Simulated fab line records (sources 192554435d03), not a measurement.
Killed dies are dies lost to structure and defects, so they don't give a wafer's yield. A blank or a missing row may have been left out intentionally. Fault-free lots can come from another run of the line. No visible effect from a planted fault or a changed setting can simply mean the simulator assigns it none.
fab line records	flow n5-finfet	part 1 of 2: steps 1 to 21 of 30
[record] lots = 5	wafers = 15	last-day = 17
route steps=1938 shown ZERO_LAYER@7 WELL_APT@20
lots that met no fault: from a run of the same line without faults
start-h: hours from the record's opening day to when the first of the lot's shown wafers began	wait-h: hours elapsed since this lot's preceding step	" unchanged from the row above	L1.1+2: a single row standing in for several wafers	- no value, or no start given	* or withheld: withheld	< > ~ a bound
route shown NAME@n: a module of which the file shows steps, and the number in the route of the first	usual: mean/standard deviation of fault-free wafers	same: alike in all rows	chamber/n: place in a boat	sites: per-site readings	_std_site: standard deviation across them	_edge_site: mean of outer sites minus mean of inner sites	radius-mm: how far each site lies from the wafer's centre	mask NAME#n: copy n	behind: the last tool/chamber to shape the wafer	hold: the reason the lot was held/the length of the hold in hours/how it ended	device: whichever transistor did not switch (one of n, p or np)	end of line: at the end of the route, the tests of the same wafers	a step without rows: its recipe alone	killed: at the first sort, the dies lost to defects and structure; wafer yield is something else	map: dies across one wafer; x = killed, . = not, _ = none there
set.NAME: the setting that was run; set.NAME@STEP: the one run at that earlier step	model.NAME: the simulator's own value behind a step, which no gauge read
lots seen at some steps along the route; tables by step, rows by wafer
services: the hour from which a tool's chamber was out of use, counted from the record's first day as start-h (under 0 if before that day), plus the number of hours and why
[[steps]]
[step N5_ZERO_LAYER_EBR_07]
[recipe] solvent = PGMEA	ebr-width-mm = 1.5
[usual] chill-plate-temp-C = 23.00/0.1
lot.wafer	tool	chamber	start-h	wait-h	chill-plate-temp-C
L076.2	litho-track-02	0	-	-	23.00
L076.3	"	0	"	"	23.07
L076.6	"	0	"	"	22.96
L084.1	litho-track-02	0	-	-	23.06
L084.5	"	0	"	"	23.00
L084.6	"	0	"	"	23.01
L085.3	litho-track-01	0	-	-	23.04
L085.4	"	0	"	"	23.03
L085.6	"	0	"	"	23.01
L092.2	litho-track-02	0	-	-	23.08
L092.5	"	0	"	"	23.11
L092.6	"	0	"	"	23.00
L094.1	litho-track-02	0	-	-	22.77
L094.3	"	0	"	"	22.79
L094.6	"	0	"	"	22.93
[step N5_ZERO_LAYER_SOFTBAKE_06]
[recipe] temp-c = 100	time-s = 90
[usual] chill-plate-temp-C = 22.99/0.11	heater-power-total-W = 121.1/0.56
lot.wafer	tool	chamber	start-h	wait-h	chill-plate-temp-C	heater-power-total-W
L076.2	litho-track-02	0	-	-	23.19	121.5
L076.3	"	0	"	"	23.12	121.1
L076.6	"	0	"	"	23.11	121.3
L084.1	litho-track-02	0	-	-	22.95	120.8
L084.5	"	0	"	"	23.09	121.0
L084.6	"	0	"	"	23.00	122.0
L085.3	litho-track-01	0	-	-	23.23	121.5
L085.4	"	0	"	"	23.06	120.2
L085.6	"	0	"	"	23.18	121.3
L092.2	litho-track-02	0	-	-	22.84	120.7
L092.5	"	0	"	"	22.80	120.3
L092.6	"	0	"	"	22.87	121.3
L094.1	litho-track-02	0	-	-	23.03	121.3
L094.3	"	0	"	"	22.97	121.8
L094.6	"	0	"	"	22.92	121.1
[step N5_ZERO_LAYER_EXPOSE_08]
[recipe] mask-id = ZERO	na = 0.55	source-shape = conventional	sigma-outer = 0.8	polarization = unpolarized	defocus-nm = 0	target-cd-nm = 2000	dose-mj = 16.2
[usual] exposure-dose-mJ-cm2 = 16.192/0.015
lot.wafer	tool	chamber	start-h	wait-h	mask	exposure-dose-mJ-cm2
L076.2	krf-scanner-01	0	24.62	-	ZERO#0	16.182
L076.3	"	0	"	"	ZERO#0	16.183
L076.6	"	0	"	"	ZERO#0	16.169
L084.1	krf-scanner-01	0	72.59	-	ZERO#0	16.215
L084.5	"	0	"	"	ZERO#0	16.231
L084.6	"	0	"	"	ZERO#0	16.242
L085.3	krf-scanner-02	0	78.60	-	ZERO#0	16.202
L085.4	"	0	"	"	ZERO#0	16.191
L085.6	"	0	"	"	ZERO#0	16.195
L092.2	krf-scanner-02	0	120.47	-	ZERO#0	16.204
L092.5	"	0	"	"	ZERO#0	16.212
L092.6	"	0	"	"	ZERO#0	16.177
L094.1	krf-scanner-01	0	132.46	-	ZERO#0	16.193
L094.3	"	0	"	"	ZERO#0	16.177
L094.6	"	0	"	"	ZERO#0	16.179
[step N5_ZERO_LAYER_PEB_09]
[recipe] peb-temp-c = withheld	peb-time-s = *
[usual] chill-plate-temp-C = *
lot.wafer	tool	chamber	start-h	wait-h	chill-plate-temp-C
L076.2	litho-track-02	0	24.67	0.0	*
L076.3	"	0	"	"	*
L076.6	"	0	"	"	*
L084.1	litho-track-02	0	72.65	0.1	*
L084.5	"	0	"	"	*
L084.6	"	0	"	"	*
L085.3	litho-track-01	0	78.65	0.0	*
L085.4	"	0	"	"	*
L085.6	"	0	"	"	*
L092.2	litho-track-01	0	120.52	0.0	*
L092.5	"	0	"	"	*
L092.6	"	0	"	"	*
L094.1	litho-track-02	0	132.52	0.1	*
L094.3	"	0	"	"	*
L094.6	"	0	"	"	*
[step N5_ZERO_LAYER_DEVELOP_10]
[recipe] develop-time-s = 60	rinse-liquid = diw	dry = air-spin	dev-temp-c = 21
[usual] chill-plate-temp-C = 23.01/0.11
lot.wafer	tool	chamber	start-h	wait-h	chill-plate-temp-C
L076.2	litho-track-02	0	-	-	22.93
L076.3	"	0	"	"	23.06
L076.6	"	0	"	"	22.98
L084.1	litho-track-02	0	-	-	22.92
L084.5	"	0	"	"	23.05
L084.6	"	0	"	"	23.09
L085.3	litho-track-01	0	-	-	22.82
L085.4	"	0	"	"	22.84
L085.6	"	0	"	"	22.97
L092.2	litho-track-01	0	-	-	23.24
L092.5	"	0	"	"	23.11
L092.6	"	0	"	"	23.14
L094.1	litho-track-02	0	-	-	23.06
L094.3	"	0	"	"	23.06
L094.6	"	0	"	"	23.05
[step N5_ZERO_LAYER_HARDBAKE_23]
[recipe] temp-c = 130	time-s = 120
[usual] chill-plate-temp-C = 23.00/0.1	heater-power-total-W = 148.1/0.93
lot.wafer	tool	chamber	start-h	wait-h	chill-plate-temp-C	heater-power-total-W
L076.2	litho-track-02	0	-	-	22.92	147.2
L076.3	"	0	"	"	22.73	149.3
L076.6	"	0	"	"	22.77	148.9
L084.1	litho-track-02	0	-	-	23.13	147.4
L084.5	"	0	"	"	23.05	147.6
L084.6	"	0	"	"	23.10	147.3
L085.3	litho-track-01	0	-	-	23.06	148.4
L085.4	"	0	"	"	23.15	148.9
L085.6	"	0	"	"	22.92	147.5
L092.2	litho-track-01	0	-	-	22.96	148.8
L092.5	"	0	"	"	22.98	148.2
L092.6	"	0	"	"	23.00	148.9
L094.1	litho-track-02	0	-	-	23.12	149.4
L094.3	"	0	"	"	23.00	147.2
L094.6	"	0	"	"	23.16	147.1
[step N5_ZERO_LAYER_CD_MEAS_11]
[recipe] target-cd-nm = 2000	landing-energy-ev = 500	detector = se-inlens
[usual] cd-nm = 2000.7/3
lot.wafer	tool	chamber	start-h	wait-h	cd-nm
L076.2	cd-sem-01	0	24.79	-	2000.4
L076.3	"	0	"	"	1998.7
L076.6	"	0	"	"	2001.6
L084.1	cd-sem-03	0	72.77	-	1998.4
L084.5	"	0	"	"	1999.3
L084.6	"	0	"	"	2002.1
L085.3	cd-sem-03	0	78.77	-	1997.8
L085.4	"	0	"	"	1997.4
L085.6	"	0	"	"	1998.0
L092.2	cd-sem-03	0	120.64	-	1999.4
L092.5	"	0	"	"	2000.0
L092.6	"	0	"	"	2000.6
L094.1	cd-sem-03	0	132.64	-	2003.0
L094.3	"	0	"	"	2002.3
L094.6	"	0	"	"	2002.4
[step N5_ZERO_LAYER_DESCUM_16]
[recipe] chemistry = O2	time-s = 7.9	source-power-w = 50	bias-power-w = 20	pressure-mtorr = 20	rf-frequency-hz = 2.712e+07	temp-c = 40	o2-flow-sccm = 225
[usual] drypump-motor-current-A = 5.8/0.52	oes-product-au = 0.77/0.074	rf-vpp-V = 243.3/1.5	showerhead-plenum-p-Torr = 2.11/0.073	throttle-valve-pct = 20.5/0.32
lot.wafer	tool	chamber	start-h	wait-h	drypump-motor-current-A	oes-product-au	rf-hours-counter-h	rf-vpp-V	showerhead-plenum-p-Torr	throttle-valve-pct
L076.2	rie-diel-03	2	24.83	0.0	5.3	0.74	177	246.0	2.16	20.6
L076.3	"	0	"	"	5.6	0.76	169	244.0	2.16	20.7
L076.6	"	2	"	"	5.2	0.75	-	245.8	2.16	20.6
L084.1	rie-diel-03	1	72.83	0.1	5.7	0.78	154	241.8	2.03	20.8
L084.5	"	3	"	"	5.0	0.76	-	242.9	2.09	20.5
L084.6	"	0	"	"	5.6	0.74	-	243.0	2.16	20.7
L085.3	rie-diel-03	3	78.81	0.0	5.1	0.75	168	242.4	2.09	20.6
L085.4	"	2	"	"	5.3	0.73	-	244.5	2.16	20.6
L085.6	"	3	"	"	5.1	0.76	-	242.9	2.09	20.5
L092.2	rie-diel-02	0	120.68	0.0	5.2	0.89	19	242.6	2.08	20.5
L092.5	"	2	"	"	5.6	0.73	-	241.6	2.00	20.5
L092.6	"	3	"	"	5.5	0.90	-	245.6	2.25	20.4
L094.1	rie-diel-01	1	132.77	0.1	6.6	0.69	211	242.1	1.98	20.0
L094.3	"	2	"	"	5.7	0.73	221	242.2	2.09	21.0
L094.6	"	2	"	"	5.7	0.72	-	243.1	2.09	21.0
[step N5_ZERO_LAYER_ETCH_17]
[recipe] chemistry = CF4	target = SiO2	target-depth-a = 120	time-s = 13.3	ion-energy-ev = 350	pressure-mtorr = 40	source-w = 450	bias-w = 215	Ar_flow_sccm = 100	cf4-flow-sccm = 100
[usual] drypump-motor-current-A = 5.8/0.51	oes-product-au = 0.77/0.067	rf-vpp-V = 949/4.6	showerhead-plenum-p-Torr = 2.15/0.068	throttle-valve-pct = 15.74/0.24
lot.wafer	tool	chamber	start-h	wait-h	drypump-motor-current-A	oes-product-au	rf-hours-counter-h	rf-vpp-V	showerhead-plenum-p-Torr	throttle-valve-pct
L076.2	rie-diel-03	2	24.86	0.0	5.3	0.75	177	953	2.22	15.82
L076.3	"	0	"	"	5.6	0.77	169	954	2.22	15.98
L076.6	"	2	"	"	5.3	0.75	-	953	2.22	15.83
L084.1	rie-diel-03	1	72.87	0.0	5.7	0.78	154	944	2.05	15.77
L084.5	"	3	"	"	5.1	0.77	-	948	2.12	15.79
L084.6	"	0	"	"	5.6	0.75	-	953	2.21	16.01
L085.3	rie-diel-03	3	78.84	0.0	5.1	0.76	168	949	2.12	15.79
L085.4	"	2	"	"	5.3	0.73	-	953	2.21	15.87
L085.6	"	3	"	"	5.1	0.76	-	948	2.12	15.78
L092.2	rie-diel-02	0	120.71	0.0	5.2	0.85	19	947	2.11	15.51
L092.5	"	2	"	"	5.6	0.73	-	942	2.04	15.65
L092.6	"	3	"	"	5.5	0.89	-	957	2.26	15.26
L094.1	rie-diel-01	1	132.80	0.0	6.6	0.72	211	943	2.05	15.49
L094.3	"	2	"	"	5.7	0.73	221	948	2.12	16.11
L094.6	"	2	"	"	5.7	0.73	-	947	2.12	16.10
[step N5_ZERO_LAYER_ETCH_18]
[recipe] chemistry = HBr/Cl2	target = Si	target-depth-a = 1200	time-s = 40	pressure-mtorr = 10	icp-w = 800	bias-w = 75	HBr_flow_sccm = 150	Cl2_flow_sccm = 80
[usual] drypump-motor-current-A = 5.6/0.46	oes-product-au = 0.994/0.0094	throttle-valve-pct = 36.2/0.43
lot.wafer	tool	chamber	start-h	wait-h	drypump-motor-current-A	oes-product-au	rf-hours-counter-h	throttle-valve-pct
L076.2	rie-si-06	3	24.94	0.0	6.0	1.012	71	36.4
L076.3	"	0	"	"	4.8	0.978	24	35.8
L076.6	"	3	"	"	6.0	0.996	-	36.4
L084.1	rie-si-06	0	72.94	0.0	4.8	0.987	25	35.8
L084.5	"	3	"	"	6.0	0.996	-	36.4
L084.6	"	0	"	"	4.8	0.990	-	35.8
L085.3	rie-si-06	0	78.92	0.0	4.8	0.987	25	35.8
L085.4	"	1	"	"	5.8	1.001	96	35.8
L085.6	"	0	"	"	4.8	0.989	-	35.8
L092.2	rie-si-04	0	120.79	0.0	5.6	0.999	125	36.6
L092.5	"	1	"	"	5.5	1.002	-	36.3
L092.6	"	0	"	"	5.6	0.996	-	36.6
L094.1	rie-si-04	2	132.87	0.0	6.4	0.996	10	35.2
L094.3	"	3	"	"	5.6	0.981	3	36.7
L094.6	"	2	"	"	6.4	1.006	-	35.2
[step N5_ZERO_LAYER_STRIP_24]
[recipe] chemistry = O2	power-w = 1000	temp-c = 250	overash-fraction = 0.3	pressure-mtorr = 1000	o2-flow-sccm = 6750
[usual] drypump-motor-current-A = 5.76/0.27	heater-power-w = 337/31	oes-product-au = 0.648/0.0047	strip-time-to-endpoint-s = 43.86/0.075
lot.wafer	tool	chamber	start-h	wait-h	drypump-motor-current-A	heater-power-w	oes-product-au	rf-hours-counter-h	strip-time-to-endpoint-s
L076.2	plasma-asher-02	1	25.04	0.1	5.61	357	0.651	25	43.96
L076.3	"	0	"	"	5.78	313	0.645	-	43.94
L076.6	"	1	"	"	5.62	372	0.662	-	44.05
L084.1	plasma-asher-02	1	73.10	0.1	5.62	364	0.639	34	43.80
L084.5	"	1	"	"	5.62	354	0.645	-	43.86
L084.6	"	0	"	"	5.80	304	0.650	-	43.86
L085.3	plasma-asher-01	0	79.04	0.1	6.25	374	0.645	-	43.87
L085.4	"	1	"	"	5.45	307	0.650	-	43.92
L085.6	"	0	"	"	6.25	383	0.645	-	43.77
L092.2	plasma-asher-01	0	120.89	0.1	6.23	385	0.646	100	43.82
L092.5	"	0	"	"	6.24	381	0.645	-	43.85
L092.6	"	1	"	"	5.46	303	0.647	-	43.75
L094.1	plasma-asher-01	1	132.98	0.1	5.47	301	0.644	103	43.86
L094.3	"	1	"	"	5.46	302	0.657	-	43.90
L094.6	"	0	"	"	6.21	383	0.652	-	43.83
[step N5_ZERO_LAYER_STRIP_19]
[recipe] chemistry = SPM	time-s = 900	temp-c = 130	h2so4-h2o2-vol-ratio = 4	dry = ipa-marangoni
[usual] bath-guard-temp-C = 130.0/0.45
lot.wafer	tool	chamber	start-h	wait-h	bath-guard-temp-C
L076.2	wet-bench-04	0	25.13	0.1	129.9
L076.3	"	7	"	"	130.0
L076.6	"	6	"	"	129.8
L084.1	wet-bench-02	3	73.19	0.1	129.9
L084.5	"	6	"	"	129.1
L084.6	"	5	"	"	129.4
L085.3	wet-bench-03	1	79.11	0.0	130.2
L085.4	"	3	"	"	129.8
L085.6	"	6	"	"	130.3
L092.2	wet-bench-02	5	120.98	0.1	129.7
L092.5	"	7	"	"	130.6
L092.6	"	2	"	"	129.2
L094.1	wet-bench-03	0	133.07	0.1	130.0
L094.3	"	1	"	"	130.2
L094.6	"	7	"	"	130.9
[step N5_ZERO_LAYER_INSPECT_20]
[recipe] inspect-instrument = darkfield	mode = post-clean
[usual] raw-defect-count = 35/15
lot.wafer	tool	chamber	start-h	wait-h	raw-defect-count
L076.2	defect-inspect-02	-	25.70	0.3	22
L076.3	"	-	"	"	25
L076.6	"	-	"	"	29
L084.1	defect-inspect-02	-	73.48	0.0	58
L084.5	"	-	"	"	82
L084.6	"	-	"	"	32
L085.3	defect-inspect-01	-	79.38	0.0	28
L085.4	"	-	"	"	24
L085.6	"	-	"	"	20
L092.2	defect-inspect-02	-	121.25	0.0	26
L092.5	"	-	"	"	64
L092.6	"	-	"	"	41
L094.1	defect-inspect-01	-	133.34	0.0	64
L094.3	"	-	"	"	60
L094.6	"	-	"	"	52
[step N5_WELL_APT_HMDS_01]
[recipe] time-s = 60	temp-c = 120
[usual] chill-plate-temp-C = 23.03/0.1	heater-power-total-W = 196.9/2.1
lot.wafer	tool	chamber	start-h	wait-h	chill-plate-temp-C	heater-power-total-W
L076.2	litho-track-03	0	25.73	0.0	23.11	193.9
L076.3	"	0	"	"	22.96	198.6
L076.6	"	0	"	"	23.13	193.7
L084.1	litho-track-05	0	73.51	0.0	23.11	199.2
L084.5	"	0	"	"	23.03	195.0
L084.6	"	0	"	"	23.08	196.0
L085.3	litho-track-03	0	79.41	0.0	23.11	197.9
L085.4	"	0	"	"	23.03	194.0
L085.6	"	0	"	"	23.13	194.0
L092.2	litho-track-03	0	121.28	0.0	22.91	194.3
L092.5	"	0	"	"	22.95	193.8
L092.6	"	0	"	"	23.06	197.5
L094.1	litho-track-05	0	133.37	0.0	22.91	196.1
L094.3	"	0	"	"	22.97	199.8
L094.6	"	0	"	"	22.86	197.9
[step N5_WELL_APT_COAT_02]
[recipe] spin-rpm = 1357	resist-thk-nm = 950
[usual] chill-plate-temp-C = 23.01/0.099	dispense-pressure-kPa = 49/5.6
lot.wafer	tool	chamber	start-h	wait-h	chill-plate-temp-C	dispense-pressure-kPa
L076.2	litho-track-03	0	-	-	23.10	56
L076.3	"	0	"	"	22.93	56
L076.6	"	0	"	"	22.97	56
L084.1	litho-track-05	0	-	-	23.10	43
L084.5	"	0	"	"	23.02	43
L084.6	"	0	"	"	23.06	43
L085.3	litho-track-03	0	-	-	23.09	56
L085.4	"	0	"	"	22.97	56
L085.6	"	0	"	"	23.08	56
L092.2	litho-track-03	0	-	-	22.99	56
L092.5	"	0	"	"	22.88	56
L092.6	"	0	"	"	22.87	56
L094.1	litho-track-05	0	-	-	23.04	43
L094.3	"	0	"	"	23.07	43
L094.6	"	0	"	"	23.17	43
[step N5_WELL_APT_EBR_04]
[recipe] solvent = PGMEA	ebr-width-mm = 1.5
[usual] chill-plate-temp-C = 23.00/0.11
lot.wafer	tool	chamber	start-h	wait-h	chill-plate-temp-C
L076.2	litho-track-03	0	-	-	22.84
L076.3	"	0	"	"	22.96
L076.6	"	0	"	"	22.93
L084.1	litho-track-05	0	-	-	22.92
L084.5	"	0	"	"	22.94
L084.6	"	0	"	"	22.88
L085.3	litho-track-03	0	-	-	23.10
L085.4	"	0	"	"	23.08
L085.6	"	0	"	"	22.90
L092.2	litho-track-03	0	-	-	23.01
L092.5	"	0	"	"	22.90
L092.6	"	0	"	"	22.96
L094.1	litho-track-05	0	-	-	23.00
L094.3	"	0	"	"	22.88
L094.6	"	0	"	"	22.96
[step N5_WELL_APT_SOFTBAKE_03]
[recipe] temp-c = 130	time-s = 60
[usual] chill-plate-temp-C = 23.00/0.11	heater-power-total-W = 218.7/1.5
lot.wafer	tool	chamber	start-h	wait-h	chill-plate-temp-C	heater-power-total-W
L076.2	litho-track-03	0	-	-	22.95	220.9
L076.3	"	0	"	"	22.85	219.1
L076.6	"	0	"	"	22.88	219.1
L084.1	litho-track-05	0	-	-	23.02	218.0
L084.5	"	0	"	"	23.09	218.6
L084.6	"	0	"	"	23.06	220.2
L085.3	litho-track-03	0	-	-	22.93	216.4
L085.4	"	0	"	"	23.08	217.2
L085.6	"	0	"	"	23.06	217.0
L092.2	litho-track-03	0	-	-	22.86	220.5
L092.5	"	0	"	"	22.95	218.6
L092.6	"	0	"	"	22.81	219.2
L094.1	litho-track-05	0	-	-	22.88	221.0
L094.3	"	0	"	"	22.87	220.7
L094.6	"	0	"	"	22.92	220.2
[step N5_WELL_APT_EXPOSE_05]
[recipe] mask-id = NWELL	na = 0.8	source-shape = conventional	sigma-outer = 0.8	polarization = unpolarized	defocus-nm = 0	target-cd-nm = 200	dose-mj = 20.3
[usual] exposure-dose-mJ-cm2 = 20.289/0.018
lot.wafer	tool	chamber	start-h	wait-h	mask	exposure-dose-mJ-cm2
L076.2	krf-scanner-02	0	25.84	-	NWELL#0	20.270
L076.3	"	0	"	"	NWELL#0	20.289
L076.6	"	0	"	"	NWELL#0	20.317
L084.1	krf-scanner-01	0	73.74	-	NWELL#0	20.287
L084.5	"	0	"	"	NWELL#0	20.268
L084.6	"	0	"	"	NWELL#0	20.284
L085.3	krf-scanner-01	0	79.52	-	NWELL#0	20.296
L085.4	"	0	"	"	NWELL#0	20.298
L085.6	"	0	"	"	NWELL#0	20.321
L092.2	krf-scanner-01	0	121.39	-	NWELL#0	20.265
L092.5	"	0	"	"	NWELL#0	20.308
L092.6	"	0	"	"	NWELL#0	20.262
L094.1	krf-scanner-01	0	133.47	-	NWELL#0	20.302
L094.3	"	0	"	"	NWELL#0	20.299
L094.6	"	0	"	"	NWELL#0	20.293
[step N5_WELL_APT_PEB_06]
[recipe] peb-temp-c = 130	peb-time-s = 90
[usual] chill-plate-temp-C = 23.02/0.11	heater-power-total-W = 172.5/0.77
lot.wafer	tool	chamber	start-h	wait-h	chill-plate-temp-C	heater-power-total-W
L076.2	litho-track-02	0	25.89	0.0	22.93	171.2
L076.3	"	0	"	"	22.86	172.4
L076.6	"	0	"	"	22.95	172.1
L084.1	litho-track-02	0	73.79	0.1	23.18	172.5
L084.5	"	0	"	"	23.01	171.8
L084.6	"	0	"	"	23.21	173.8
L085.3	litho-track-05	0	79.57	0.0	23.23	173.1
L085.4	"	0	"	"	23.22	172.9
L085.6	"	0	"	"	23.30	172.7
L092.2	litho-track-03	0	121.44	0.0	22.99	172.4
L092.5	"	0	"	"	22.97	171.7
L092.6	"	0	"	"	23.06	173.1
L094.1	litho-track-05	0	133.53	0.1	22.81	173.2
L094.3	"	0	"	"	23.21	173.1
L094.6	"	0	"	"	22.95	171.4
[step N5_WELL_APT_DEVELOP_07]
[recipe] develop-time-s = 45	rinse-liquid = surfactant-rinse	dry = air-spin	dev-temp-c = 21
[usual] chill-plate-temp-C = 22.98/0.11
lot.wafer	tool	chamber	start-h	wait-h	chill-plate-temp-C
L076.2	litho-track-02	0	-	-	23.01
L076.3	"	0	"	"	23.06
L076.6	"	0	"	"	23.05
L084.1	litho-track-02	0	-	-	22.90
L084.5	"	0	"	"	22.78
L084.6	"	0	"	"	22.81
L085.3	litho-track-05	0	-	-	22.94
L085.4	"	0	"	"	22.97
L085.6	"	0	"	"	22.90
L092.2	litho-track-03	0	-	-	23.07
L092.5	"	0	"	"	23.15
L092.6	"	0	"	"	23.01
L094.1	litho-track-05	0	-	-	23.03
L094.3	"	0	"	"	22.86
L094.6	"	0	"	"	22.98
[step N5_WELL_APT_HARDBAKE_12]
[recipe] temp-c = 130	time-s = 120
[usual] chill-plate-temp-C = 23.01/0.11	heater-power-total-W = 148.0/0.88
lot.wafer	tool	chamber	start-h	wait-h	chill-plate-temp-C	heater-power-total-W
L076.2	litho-track-02	0	-	-	23.15	148.0
L076.3	"	0	"	"	23.15	147.4
L076.6	"	0	"	"	23.06	147.3
L084.1	litho-track-02	0	-	-	22.86	146.4
L084.5	"	0	"	"	22.95	147.0
L084.6	"	0	"	"	22.98	147.2
L085.3	litho-track-05	0	-	-	23.15	149.3
L085.4	"	0	"	"	23.28	148.7
L085.6	"	0	"	"	23.22	147.5
L092.2	litho-track-03	0	-	-	23.06	148.1
L092.5	"	0	"	"	23.11	147.2
L092.6	"	0	"	"	23.10	146.5
L094.1	litho-track-05	0	-	-	22.93	146.8
L094.3	"	0	"	"	22.84	148.4
L094.6	"	0	"	"	23.00	149.1
